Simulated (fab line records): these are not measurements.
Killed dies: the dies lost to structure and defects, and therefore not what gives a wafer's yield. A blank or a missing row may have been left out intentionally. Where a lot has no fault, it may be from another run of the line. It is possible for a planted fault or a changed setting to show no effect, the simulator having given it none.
fab line records / flow nandHarc
[record] lots = 6 wafers = 16 lastDay = 33
route steps=1302 shown P_CONTACT@235
lots that met no fault: taken from a fault-free run of the same line
startH: start of the lot's first displayed wafer, in hours after the record's first day / waitH: how many hours have passed since the lot's step before this one / " identical to the entry in the row above / L1.1+2: several wafers, shown together as one row / - either no value or no given start / * or withheld: withheld / < > ~ a bound
route shown NAME@n: a module of which the file shows steps, and the number in the route of the first / usual: average and standard deviation across the fault-free wafers / same: alike in all rows / chamber/n: place in a boat / sites: the reading at each site / _std_site: the values' standard deviation / _edge_site: the outer-site mean with the inner-site mean subtracted / radiusMm: how far each site lies from the wafer's centre / mask NAME#n: copy n / behind: the most recent tool/chamber to have shaped the wafer / hold: why the lot went on hold/how many hours it stayed there/how the hold came to an end / device: the transistor (n, p or np) that didn't switch / end of line: the route-end tests of the same wafers / a step with no rows: only its recipe / killed: count of dies lost to structure and defects at first sort (not the wafer's yield) / map: shows each die of a wafer: x if killed, . if not, _ if none is there
set.NAME: the setting as run; set.NAME@STEP: as run at that earlier step / model.NAME: the simulator's own value behind a step, which no gauge read
lots seen at some steps along the route; tables by step, rows by wafer
services: when a tool's chamber went out of use (startH, in hours from the record's first day, below 0 if earlier), for how many hours, and the reason
[[steps]]
[step NHARC_P_CONTACT_DESCUM_17]
[recipe] timeS = 3 o2FlowSccm = 200 arFlowSccm = 0 biasPowerW = 0 chemistry = O2
[usual] drypumpMotorCurrentA = 5.8/0.4 oesProductAu = 1.000/0.0088 rfVppV = 57.5/0.79 showerheadPlenumPTorr = 1.87/0.064 throttleValvePct = 11.311/0.0094
lot.wafer=L370.1 tool=rieDiel-10 chamber=1 startH=118.83 waitH=0.1 drypumpMotorCurrentA=5.9 oesProductAu=1.004 rfHoursCounterH=1.7 rfVppV=57.6 showerheadPlenumPTorr=1.85 throttleValvePct=11.305
lot.wafer=L370.2 tool=rieDiel-10 chamber=0 startH=118.83 waitH=0.1 drypumpMotorCurrentA=6.4 oesProductAu=0.992 rfHoursCounterH=1.8 rfVppV=57.5 showerheadPlenumPTorr=1.94 throttleValvePct=11.322
lot.wafer=L370.6 tool=rieDiel-10 chamber=0 startH=118.83 waitH=0.1 drypumpMotorCurrentA=6.4 oesProductAu=1.003 rfHoursCounterH=- rfVppV=57.1 showerheadPlenumPTorr=1.94 throttleValvePct=11.318
lot.wafer=L376.2 tool=rieDiel-10 chamber=3 startH=176.26 waitH=0.1 drypumpMotorCurrentA=5.2 oesProductAu=1.006 rfHoursCounterH=0.8 rfVppV=57.8 showerheadPlenumPTorr=1.78 throttleValvePct=11.306
lot.wafer=L376.1 tool=rieDiel-10 chamber=0 startH=176.26 waitH=0.1 drypumpMotorCurrentA=6.5 oesProductAu=0.992 rfHoursCounterH=5.3 rfVppV=57.7 showerheadPlenumPTorr=1.94 throttleValvePct=11.288
lot.wafer=L376.3 tool=rieDiel-10 chamber=2 startH=176.26 waitH=0.1 drypumpMotorCurrentA=5.6 oesProductAu=0.989 rfHoursCounterH=3.8 rfVppV=56.8 showerheadPlenumPTorr=1.87 throttleValvePct=11.318
lot.wafer=L382.3 tool=rieDiel-02 chamber=2 startH=235.36 waitH=0.1 drypumpMotorCurrentA=6.2 oesProductAu=0.991 rfHoursCounterH=0.6 rfVppV=58.3 showerheadPlenumPTorr=1.82 throttleValvePct=11.296
lot.wafer=L382.4 tool=rieDiel-02 chamber=3 startH=235.36 waitH=0.1 drypumpMotorCurrentA=5.6 oesProductAu=1.009 rfHoursCounterH=0.6 rfVppV=56.7 showerheadPlenumPTorr=1.83 throttleValvePct=11.319
lot.wafer=L382.6 tool=rieDiel-02 chamber=2 startH=235.36 waitH=0.1 drypumpMotorCurrentA=6.2 oesProductAu=0.994 rfHoursCounterH=- rfVppV=57.8 showerheadPlenumPTorr=1.82 throttleValvePct=11.319
lot.wafer=L385.3 tool=rieDiel-02 chamber=2 startH=266.78 waitH=0.1 drypumpMotorCurrentA=6.2 oesProductAu=1.002 rfHoursCounterH=2.7 rfVppV=55.5 showerheadPlenumPTorr=1.82 throttleValvePct=11.306
lot.wafer=L386.4 tool=rieDiel-10 chamber=3 startH=276.98 waitH=0.1 drypumpMotorCurrentA=5.2 oesProductAu=1.004 rfHoursCounterH=0.7 rfVppV=58.6 showerheadPlenumPTorr=1.78 throttleValvePct=11.297
lot.wafer=L386.5 tool=rieDiel-10 chamber=0 startH=276.98 waitH=0.1 drypumpMotorCurrentA=6.5 oesProductAu=1.005 rfHoursCounterH=- rfVppV=58.1 showerheadPlenumPTorr=1.94 throttleValvePct=11.306
lot.wafer=L386.6 tool=rieDiel-10 chamber=1 startH=276.98 waitH=0.1 drypumpMotorCurrentA=5.9 oesProductAu=1.006 rfHoursCounterH=- rfVppV=57.6 showerheadPlenumPTorr=1.85 throttleValvePct=11.296
lot.wafer=L392.3 tool=rieDiel-10 chamber=1 startH=338.00 waitH=0.1 drypumpMotorCurrentA=5.9 oesProductAu=0.999 rfHoursCounterH=2.9 rfVppV=57.9 showerheadPlenumPTorr=1.85 throttleValvePct=11.320
lot.wafer=L392.4 tool=rieDiel-10 chamber=2 startH=338.00 waitH=0.1 drypumpMotorCurrentA=5.6 oesProductAu=0.988 rfHoursCounterH=2.8 rfVppV=56.3 showerheadPlenumPTorr=1.87 throttleValvePct=11.308
lot.wafer=L392.6 tool=rieDiel-10 chamber=1 startH=338.00 waitH=0.1 drypumpMotorCurrentA=5.9 oesProductAu=0.989 rfHoursCounterH=- rfVppV=57.4 showerheadPlenumPTorr=1.85 throttleValvePct=11.307
[step NHARC_P_CONTACT_ETCH_35]
[recipe] targetDepthA = 390 overEtchFrac = 0.3 timeS = 65 ionEnergyEv = 80 cf4FlowSccm = 150 arFlowSccm = 0 rfW = 300 biasW = 100 chemistry = CF4
[usual] drypumpMotorCurrentA = 5.8/0.39 oesProductAu = 1.000/0.0076 rfVppV = 150.8/0.96 showerheadPlenumPTorr = 1.73/0.05 throttleValvePct = 13.284/0.0092
lot.wafer=L370.1 tool=rieDiel-10 chamber=0 startH=118.96 waitH=0.1 drypumpMotorCurrentA=6.5 oesProductAu=1.002 rfHoursCounterH=1.8 rfVppV=150.8 showerheadPlenumPTorr=1.79 throttleValvePct=13.280
lot.wafer=L370.2 tool=rieDiel-10 chamber=0 startH=118.96 waitH=0.1 drypumpMotorCurrentA=6.4 oesProductAu=0.997 rfHoursCounterH=- rfVppV=151.1 showerheadPlenumPTorr=1.79 throttleValvePct=13.279
lot.wafer=L370.6 tool=rieDiel-10 chamber=0 startH=118.96 waitH=0.1 drypumpMotorCurrentA=6.4 oesProductAu=0.994 rfHoursCounterH=- rfVppV=151.7 showerheadPlenumPTorr=1.79 throttleValvePct=13.275
lot.wafer=L376.2 tool=rieDiel-10 chamber=1 startH=176.35 waitH=0.1 drypumpMotorCurrentA=5.9 oesProductAu=1.016 rfHoursCounterH=3.9 rfVppV=150.9 showerheadPlenumPTorr=1.72 throttleValvePct=13.297
lot.wafer=L376.1 tool=rieDiel-10 chamber=2 startH=176.35 waitH=0.1 drypumpMotorCurrentA=5.6 oesProductAu=1.006 rfHoursCounterH=3.8 rfVppV=148.9 showerheadPlenumPTorr=1.73 throttleValvePct=13.288
lot.wafer=L376.3 tool=rieDiel-10 chamber=3 startH=176.35 waitH=0.1 drypumpMotorCurrentA=5.2 oesProductAu=1.010 rfHoursCounterH=0.8 rfVppV=149.1 showerheadPlenumPTorr=1.66 throttleValvePct=13.265
lot.wafer=L382.4 tool=rieDiel-02 chamber=1 startH=235.45 waitH=0.1 drypumpMotorCurrentA=5.6 oesProductAu=0.987 rfHoursCounterH=0.5 rfVppV=152.0 showerheadPlenumPTorr=1.73 throttleValvePct=13.299
lot.wafer=L382.3 tool=rieDiel-02 chamber=2 startH=235.45 waitH=0.1 drypumpMotorCurrentA=6.2 oesProductAu=1.003 rfHoursCounterH=0.6 rfVppV=149.9 showerheadPlenumPTorr=1.69 throttleValvePct=13.278
lot.wafer=L382.6 tool=rieDiel-02 chamber=0 startH=235.45 waitH=0.1 drypumpMotorCurrentA=5.8 oesProductAu=0.992 rfHoursCounterH=- rfVppV=150.8 showerheadPlenumPTorr=1.74 throttleValvePct=13.285
lot.wafer=L385.3 tool=rieDiel-02 chamber=0 startH=266.87 waitH=0.1 drypumpMotorCurrentA=5.8 oesProductAu=0.985 rfHoursCounterH=2.9 rfVppV=149.6 showerheadPlenumPTorr=1.74 throttleValvePct=13.274
lot.wafer=L386.4 tool=rieDiel-10 chamber=2 startH=277.06 waitH=0.1 drypumpMotorCurrentA=5.6 oesProductAu=1.019 rfHoursCounterH=0.7 rfVppV=150.7 showerheadPlenumPTorr=1.73 throttleValvePct=13.296
lot.wafer=L386.5 tool=rieDiel-10 chamber=3 startH=277.06 waitH=0.1 drypumpMotorCurrentA=5.2 oesProductAu=1.007 rfHoursCounterH=- rfVppV=148.8 showerheadPlenumPTorr=1.65 throttleValvePct=13.285
lot.wafer=L386.6 tool=rieDiel-10 chamber=0 startH=277.06 waitH=0.1 drypumpMotorCurrentA=6.4 oesProductAu=1.004 rfHoursCounterH=- rfVppV=152.7 showerheadPlenumPTorr=1.79 throttleValvePct=13.278
lot.wafer=L392.3 tool=rieDiel-10 chamber=2 startH=338.09 waitH=0.1 drypumpMotorCurrentA=5.6 oesProductAu=1.006 rfHoursCounterH=2.8 rfVppV=149.4 showerheadPlenumPTorr=1.73 throttleValvePct=13.286
lot.wafer=L392.4 tool=rieDiel-10 chamber=3 startH=338.09 waitH=0.1 drypumpMotorCurrentA=5.2 oesProductAu=1.007 rfHoursCounterH=3.1 rfVppV=150.4 showerheadPlenumPTorr=1.65 throttleValvePct=13.267
lot.wafer=L392.6 tool=rieDiel-10 chamber=2 startH=338.09 waitH=0.1 drypumpMotorCurrentA=5.6 oesProductAu=1.005 rfHoursCounterH=- rfVppV=149.5 showerheadPlenumPTorr=1.73 throttleValvePct=13.283
[step NHARC_P_CONTACT_ETCH_36]
[recipe] targetDepthA = 2600 overEtchFrac = 0.25 timeS = 406.25 ionEnergyEv = 200 n2FlowSccm = 150 h2FlowSccm = 150 arFlowSccm = 0 rfW = 400 biasW = 150 chemistry = N2/H2
[step NHARC_P_CONTACT_ETCH_18]
[recipe] targetDepthA = 4810 timeS = 240.5 c4f8FlowSccm = 20 o2FlowSccm = 10 arFlowSccm = withheld rfW = 600 biasW = 1500 chemistry = C4F8/O2/Ar
[step NHARC_P_CONTACT_STRIP_37]
[recipe] c4f8FlowSccm = withheld o2FlowSccm = 8 arFlowSccm = withheld biasW = 0 chemistry = C4F8/O2/Ar
[step NHARC_P_CONTACT_ETCH_31]
[recipe] targetDepthA = 300 timeS = 85.7 ionEnergyEv = 120 overEtchFrac = 1 ch3fFlowSccm = 50 o2FlowSccm = 30 arFlowSccm = 200 rfW = 500 biasW = 100 chemistry = CH3F/O2
[usual] ch3fFlowSccm = 49.99/0.15 drypumpMotorCurrentA = 5.8/0.39 oesProductAu = 0.978/0.012 rfVppV = 243.6/1.3 showerheadPlenumPTorr = 2.40/0.072 throttleValvePct = 20.664/0.0093
lot.wafer=L370.1 tool=rieDiel-10 chamber=0 startH=120.66 waitH=0.1 ch3fFlowSccm=49.91 drypumpMotorCurrentA=6.5 oesProductAu=0.989 rfHoursCounterH=3.0 rfVppV=244.7 showerheadPlenumPTorr=2.49 throttleValvePct=20.658
lot.wafer=L370.2 tool=rieDiel-10 chamber=0 startH=120.66 waitH=0.1 ch3fFlowSccm=49.96 drypumpMotorCurrentA=6.5 oesProductAu=0.999 rfHoursCounterH=- rfVppV=244.2 showerheadPlenumPTorr=2.49 throttleValvePct=20.671
lot.wafer=L370.6 tool=rieDiel-10 chamber=0 startH=120.66 waitH=0.1 ch3fFlowSccm=49.85 drypumpMotorCurrentA=6.5 oesProductAu=1.000 rfHoursCounterH=- rfVppV=244.9 showerheadPlenumPTorr=2.49 throttleValvePct=20.672
lot.wafer=L376.1 tool=rieDiel-10 chamber=2 startH=- waitH=- ch3fFlowSccm=49.93 drypumpMotorCurrentA=5.6 oesProductAu=0.953 rfHoursCounterH=4.0 rfVppV=243.4 showerheadPlenumPTorr=2.40 throttleValvePct=20.661
lot.wafer=L376.3 tool=rieDiel-10 chamber=0 startH=- waitH=- ch3fFlowSccm=49.88 drypumpMotorCurrentA=6.5 oesProductAu=0.963 rfHoursCounterH=5.7 rfVppV=243.6 showerheadPlenumPTorr=2.49 throttleValvePct=20.669
lot.wafer=L376.2 tool=rieDiel-10 chamber=1 startH=- waitH=- ch3fFlowSccm=50.02 drypumpMotorCurrentA=5.9 oesProductAu=0.964 rfHoursCounterH=4.2 rfVppV=243.2 showerheadPlenumPTorr=2.38 throttleValvePct=20.659
lot.wafer=L382.4 tool=rieDiel-02 chamber=1 startH=- waitH=- ch3fFlowSccm=49.97 drypumpMotorCurrentA=5.6 oesProductAu=0.982 rfHoursCounterH=0.8 rfVppV=244.0 showerheadPlenumPTorr=2.40 throttleValvePct=20.661
lot.wafer=L382.3 tool=rieDiel-02 chamber=0 startH=- waitH=- ch3fFlowSccm=49.90 drypumpMotorCurrentA=5.8 oesProductAu=1.001 rfHoursCounterH=0.7 rfVppV=243.1 showerheadPlenumPTorr=2.42 throttleValvePct=20.655
lot.wafer=L382.6 tool=rieDiel-02 chamber=2 startH=- waitH=- ch3fFlowSccm=50.02 drypumpMotorCurrentA=6.2 oesProductAu=0.993 rfHoursCounterH=- rfVppV=242.7 showerheadPlenumPTorr=2.35 throttleValvePct=20.664
lot.wafer=L385.3 tool=rieDiel-02 chamber=0 startH=- waitH=- ch3fFlowSccm=50.19 drypumpMotorCurrentA=5.8 oesProductAu=0.974 rfHoursCounterH=3.3 rfVppV=243.4 showerheadPlenumPTorr=2.42 throttleValvePct=20.639
lot.wafer=L386.4 tool=rieDiel-10 chamber=0 startH=- waitH=- ch3fFlowSccm=49.88 drypumpMotorCurrentA=6.5 oesProductAu=0.963 rfHoursCounterH=1.0 rfVppV=246.1 showerheadPlenumPTorr=2.49 throttleValvePct=20.658
lot.wafer=L386.6 tool=rieDiel-10 chamber=2 startH=- waitH=- ch3fFlowSccm=49.98 drypumpMotorCurrentA=5.6 oesProductAu=0.965 rfHoursCounterH=- rfVppV=243.4 showerheadPlenumPTorr=2.40 throttleValvePct=20.660
lot.wafer=L386.5 tool=rieDiel-10 chamber=3 startH=- waitH=- ch3fFlowSccm=50.06 drypumpMotorCurrentA=5.2 oesProductAu=0.965 rfHoursCounterH=- rfVppV=242.1 showerheadPlenumPTorr=2.29 throttleValvePct=20.666
lot.wafer=L392.3 tool=rieDiel-10 chamber=3 startH=- waitH=- ch3fFlowSccm=50.15 drypumpMotorCurrentA=5.3 oesProductAu=1.002 rfHoursCounterH=3.5 rfVppV=242.2 showerheadPlenumPTorr=2.29 throttleValvePct=20.674
lot.wafer=L392.4 tool=rieDiel-10 chamber=0 startH=- waitH=- ch3fFlowSccm=50.01 drypumpMotorCurrentA=6.5 oesProductAu=0.987 rfHoursCounterH=3.5 rfVppV=247.0 showerheadPlenumPTorr=2.49 throttleValvePct=20.660
lot.wafer=L392.6 tool=rieDiel-10 chamber=1 startH=- waitH=- ch3fFlowSccm=49.86 drypumpMotorCurrentA=5.9 oesProductAu=0.968 rfHoursCounterH=- rfVppV=242.2 showerheadPlenumPTorr=2.38 throttleValvePct=20.666
[step NHARC_P_CONTACT_CD_MEAS_19]
[usual] cdNm = 89.6/1.8
lot.wafer=L370.1 tool=cdSem-02 chamber=- startH=120.92 waitH=0.2 cdNm=91.1
lot.wafer=L370.2 tool=cdSem-02 chamber=- startH=120.92 waitH=0.2 cdNm=89.8
lot.wafer=L370.6 tool=cdSem-02 chamber=- startH=120.92 waitH=0.2 cdNm=89.0
lot.wafer=L376.1 tool=cdSem-02 chamber=- startH=177.13 waitH=- cdNm=90.7
lot.wafer=L376.2 tool=cdSem-02 chamber=- startH=177.13 waitH=- cdNm=88.0
lot.wafer=L376.3 tool=cdSem-02 chamber=- startH=177.13 waitH=- cdNm=88.0
lot.wafer=L382.3 tool=cdSem-02 chamber=- startH=236.23 waitH=- cdNm=85.4
lot.wafer=L382.4 tool=cdSem-02 chamber=- startH=236.23 waitH=- cdNm=84.6
lot.wafer=L382.6 tool=cdSem-02 chamber=- startH=236.23 waitH=- cdNm=86.7
lot.wafer=L385.3 tool=cdSem-03 chamber=- startH=267.66 waitH=- cdNm=90.0
lot.wafer=L386.4 tool=cdSem-02 chamber=- startH=277.84 waitH=- cdNm=91.0
lot.wafer=L386.5 tool=cdSem-02 chamber=- startH=277.84 waitH=- cdNm=93.4
lot.wafer=L386.6 tool=cdSem-02 chamber=- startH=277.84 waitH=- cdNm=92.7
lot.wafer=L392.3 tool=cdSem-03 chamber=- startH=338.88 waitH=- cdNm=90.9
lot.wafer=L392.4 tool=cdSem-03 chamber=- startH=338.88 waitH=- cdNm=88.8
lot.wafer=L392.6 tool=cdSem-03 chamber=- startH=338.88 waitH=- cdNm=87.9
[step NHARC_P_CONTACT_STRIP_28]
[recipe] o2FlowSccm = 500 arFlowSccm = 0 biasW = 0 chemistry = O2
[step NHARC_P_CONTACT_STRIP_29]
[recipe] timeS = 1200 tempC = 72.5 chemistry = postEtchResidueRemover
[step NHARC_P_CONTACT_DEGAS_38]
[recipe] tempC = 300 timeS = 60
[usual] heaterPowerW = 485/43
lot.wafer=L370.2 tool=pvdSputter-01 chamber=- startH=121.63 waitH=- heaterPowerW=506
lot.wafer=L370.1 tool=pvdSputter-01 chamber=- startH=121.63 waitH=- heaterPowerW=468
lot.wafer=L370.6 tool=pvdSputter-01 chamber=- startH=121.63 waitH=- heaterPowerW=463
lot.wafer=L376.2 tool=pvdSputter-01 chamber=- startH=177.88 waitH=- heaterPowerW=468
lot.wafer=L376.1 tool=pvdSputter-01 chamber=- startH=177.88 waitH=- heaterPowerW=520
lot.wafer=L376.3 tool=pvdSputter-01 chamber=- startH=177.88 waitH=- heaterPowerW=453
lot.wafer=L382.4 tool=pvdSputter-03 chamber=- startH=236.95 waitH=- heaterPowerW=502
lot.wafer=L382.3 tool=pvdSputter-03 chamber=- startH=236.95 waitH=- heaterPowerW=450
lot.wafer=L382.6 tool=pvdSputter-03 chamber=- startH=236.95 waitH=- heaterPowerW=438
lot.wafer=L385.3 tool=pvdSputter-02 chamber=- startH=268.42 waitH=- heaterPowerW=451
lot.wafer=L386.4 tool=pvdSputter-03 chamber=- startH=278.62 waitH=- heaterPowerW=444
lot.wafer=L386.5 tool=pvdSputter-03 chamber=- startH=278.62 waitH=- heaterPowerW=495
lot.wafer=L386.6 tool=pvdSputter-03 chamber=- startH=278.62 waitH=- heaterPowerW=455
lot.wafer=L392.3 tool=pvdSputter-02 chamber=- startH=339.60 waitH=- heaterPowerW=558
lot.wafer=L392.4 tool=pvdSputter-02 chamber=- startH=339.60 waitH=- heaterPowerW=546
lot.wafer=L392.6 tool=pvdSputter-02 chamber=- startH=339.60 waitH=- heaterPowerW=426
[step NHARC_P_CONTACT_PRE_CLEAN_39]
[recipe] timeS = 19.5 biasV = 250 gas = Ar
[step NHARC_P_CONTACT_PVD_32]
[recipe] targetThkA = 50 chamberPressurePa = 5 powerW = 5000 substrateTempC = 200 timeS = 17.7 material = Ti
[usual] cathodeDcPowerW = 5000.1/1 substrateTempC = 199.99/0.16 throttleValvePct = 29.9/1.5
lot.wafer=L370.1 tool=pvdSputter-01 chamber=- startH=- waitH=- cathodeDcPowerW=5000.7 substrateTempC=200.02 throttleValvePct=30.4
lot.wafer=L370.2 tool=pvdSputter-01 chamber=- startH=- waitH=- cathodeDcPowerW=4999.5 substrateTempC=200.15 throttleValvePct=27.8
lot.wafer=L370.6 tool=pvdSputter-01 chamber=- startH=- waitH=- cathodeDcPowerW=4999.7 substrateTempC=200.18 throttleValvePct=30.3
lot.wafer=L376.3 tool=pvdSputter-01 chamber=- startH=- waitH=- cathodeDcPowerW=4998.2 substrateTempC=200.11 throttleValvePct=27.8
lot.wafer=L376.2 tool=pvdSputter-01 chamber=- startH=- waitH=- cathodeDcPowerW=4999.7 substrateTempC=200.07 throttleValvePct=30.3
lot.wafer=L376.1 tool=pvdSputter-01 chamber=- startH=- waitH=- cathodeDcPowerW=5000.2 substrateTempC=199.90 throttleValvePct=29.4
lot.wafer=L382.4 tool=pvdSputter-03 chamber=- startH=- waitH=- cathodeDcPowerW=4998.2 substrateTempC=200.23 throttleValvePct=33.5
lot.wafer=L382.3 tool=pvdSputter-03 chamber=- startH=- waitH=- cathodeDcPowerW=5000.3 substrateTempC=199.95 throttleValvePct=30.8
lot.wafer=L382.6 tool=pvdSputter-03 chamber=- startH=- waitH=- cathodeDcPowerW=4999.7 substrateTempC=200.01 throttleValvePct=33.5
lot.wafer=L385.3 tool=pvdSputter-02 chamber=- startH=- waitH=- cathodeDcPowerW=5001.6 substrateTempC=199.88 throttleValvePct=29.9
lot.wafer=L386.4 tool=pvdSputter-03 chamber=- startH=- waitH=- cathodeDcPowerW=5000.2 substrateTempC=199.63 throttleValvePct=30.5
lot.wafer=L386.6 tool=pvdSputter-03 chamber=- startH=- waitH=- cathodeDcPowerW=5000.9 substrateTempC=200.00 throttleValvePct=33.3
lot.wafer=L386.5 tool=pvdSputter-03 chamber=- startH=- waitH=- cathodeDcPowerW=5000.8 substrateTempC=199.90 throttleValvePct=30.6
lot.wafer=L392.3 tool=pvdSputter-02 chamber=- startH=- waitH=- cathodeDcPowerW=5002.1 substrateTempC=200.10 throttleValvePct=29.3
lot.wafer=L392.4 tool=pvdSputter-02 chamber=- startH=- waitH=- cathodeDcPowerW=5002.3 substrateTempC=200.06 throttleValvePct=29.5
lot.wafer=L392.6 tool=pvdSputter-02 chamber=- startH=- waitH=- cathodeDcPowerW=5001.4 substrateTempC=200.08 throttleValvePct=29.3
[step NHARC_P_CONTACT_ALD_22]
[recipe] targetThkA = 30 pulseTimeS = 1 aldCycles = 150 tempC = 450 material = TiN
[usual] aldCycles = 150/0 heaterPowerW = 1082/100 precursorPulseHeightRel = 1.002/0.018
lot.wafer=L370.1 tool=aldMetal-01 chamber=2 startH=121.89 waitH=- aldCycles=150 heaterPowerW=1060 precursorPulseHeightRel=1.000
lot.wafer=L370.2 tool=aldMetal-01 chamber=0 startH=121.89 waitH=- aldCycles=150 heaterPowerW=1348 precursorPulseHeightRel=0.995
lot.wafer=L370.6 tool=aldMetal-01 chamber=2 startH=121.89 waitH=- aldCycles=150 heaterPowerW=1038 precursorPulseHeightRel=0.987
lot.wafer=L376.2 tool=aldMetal-04 chamber=3 startH=178.12 waitH=- aldCycles=150 heaterPowerW=938 precursorPulseHeightRel=0.976
lot.wafer=L376.1 tool=aldMetal-04 chamber=1 startH=178.12 waitH=- aldCycles=150 heaterPowerW=1023 precursorPulseHeightRel=0.998
lot.wafer=L376.3 tool=aldMetal-04 chamber=2 startH=178.12 waitH=- aldCycles=150 heaterPowerW=1026 precursorPulseHeightRel=1.000
lot.wafer=L382.3 tool=aldMetal-04 chamber=0 startH=237.18 waitH=- aldCycles=65 heaterPowerW=1074 precursorPulseHeightRel=0.981
lot.wafer=L382.4 tool=aldMetal-04 chamber=1 startH=237.18 waitH=- aldCycles=150 heaterPowerW=1025 precursorPulseHeightRel=0.993
lot.wafer=L382.6 tool=aldMetal-04 chamber=0 startH=237.18 waitH=- aldCycles=65 heaterPowerW=1078 precursorPulseHeightRel=1.000
lot.wafer=L385.3 tool=aldMetal-04 chamber=0 startH=268.72 waitH=- aldCycles=65 heaterPowerW=1046 precursorPulseHeightRel=1.007
lot.wafer=L386.4 tool=aldMetal-01 chamber=2 startH=278.92 waitH=- aldCycles=150 heaterPowerW=1028 precursorPulseHeightRel=1.018
lot.wafer=L386.5 tool=aldMetal-01 chamber=3 startH=278.92 waitH=- aldCycles=150 heaterPowerW=1194 precursorPulseHeightRel=0.983
lot.wafer=L386.6 tool=aldMetal-01 chamber=1 startH=278.92 waitH=- aldCycles=150 heaterPowerW=1007 precursorPulseHeightRel=1.009
lot.wafer=L392.3 tool=aldMetal-02 chamber=0 startH=339.83 waitH=- aldCycles=150 heaterPowerW=1103 precursorPulseHeightRel=0.995
lot.wafer=L392.4 tool=aldMetal-02 chamber=3 startH=339.83 waitH=- aldCycles=150 heaterPowerW=1065 precursorPulseHeightRel=1.007
lot.wafer=L392.6 tool=aldMetal-02 chamber=0 startH=339.83 waitH=- aldCycles=150 heaterPowerW=1116 precursorPulseHeightRel=1.003
[step NHARC_P_CONTACT_CVD_23]
[recipe] targetThkA = 2000 tempC = 300 pressureTorr = 40 wf6FlowSccm = 40 h2FlowSccm = 1600 arFlowSccm = 1560 timeS = 557 material = W
[[services]]
tool=rieDiel-10 chamber=3 startH=97.63 hours=66.8 kind=repair
tool=rieDiel-10 chamber=1 startH=99.63 hours=3.8 kind=repair
tool=pvdSputter-02 chamber=- startH=104.00 hours=10.0 kind=pm
tool=pvdSputter-01 chamber=- startH=105.94 hours=0.5 kind=repair
tool=rieDiel-10 chamber=2 startH=117.66 hours=6.2 kind=repair
tool=aldMetal-04 chamber=- startH=118.00 hours=10.0 kind=pm
tool=rieDiel-02 chamber=1 startH=134.43 hours=8.2 kind=repair
tool=rieDiel-02 chamber=0 startH=153.35 hours=3.1 kind=repair
tool=aldMetal-04 chamber=1 startH=159.18 hours=4.8 kind=repair
tool=rieDiel-02 chamber=2 startH=162.83 hours=1.3 kind=repair
tool=pvdSputter-03 chamber=- startH=170.08 hours=10.0 kind=pm
tool=pvdSputter-01 chamber=- startH=173.35 hours=2.5 kind=repair
tool=rieDiel-02 chamber=3 startH=208.60 hours=3.4 kind=repair
tool=rieDiel-02 chamber=- startH=215.25 hours=0.4 kind=repair
tool=rieDiel-02 chamber=- startH=216.70 hours=9.0 kind=pm
tool=rieDiel-10 chamber=1 startH=224.16 hours=2.8 kind=repair
tool=aldMetal-04 chamber=- startH=229.76 hours=1.0 kind=repair
tool=rieDiel-10 chamber=- startH=242.50 hours=9.0 kind=pm
tool=rieDiel-02 chamber=2 startH=244.27 hours=1.7 kind=repair
tool=pvdSputter-03 chamber=- startH=244.73 hours=0.9 kind=repair
tool=pvdSputter-01 chamber=- startH=270.67 hours=10.0 kind=pm
tool=pvdSputter-02 chamber=- startH=280.70 hours=3.1 kind=repair
tool=rieDiel-02 chamber=- startH=306.39 hours=0.4 kind=repair
tool=pvdSputter-02 chamber=- startH=313.33 hours=8.5 kind=repair
[[key]]
[firstSign] step = NHARC_P_CONTACT_ALD_22 reading = aldCycles direction = down sigmas = 99+ usual = 150 struck = 65
effect none on later readings
metAt NHARC_P_CONTACT_ALD_22
struckWafers L382.3,L382.6,L385.3
laterRowsLeftOut L382.3,L382.6,L385.3
sortLeftOut L382.3,L382.6,L385.3
testerLeftOut L382,L385
[fault] kind = processParameterDrift tool = aldMetal-04 chamber = 0 onsetH = 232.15 steps = NHARC_P_CONTACT_ALD_22 channel = aldCycles offset = -85 shape = step endH = 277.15 actsIn = theseRecipesOnly stated = 150
// testerLeftOut: of these lots the tester's yield and bins aren't shown, on N5 and GAA mostly nor the transistor test; their killed dies are dies lost to structure and defects alone, not to doping, threshold or leakage, so they don't give the yield
// sortLeftOut: the simulated sort isn't trusted on such a fault, so these wafers' sort isn't shown, and their yield isn't known
// laterRowsLeftOut: the simulator's readings of these wafers behind a module that went badly wrong aren't trusted and aren't shown, but for the sort
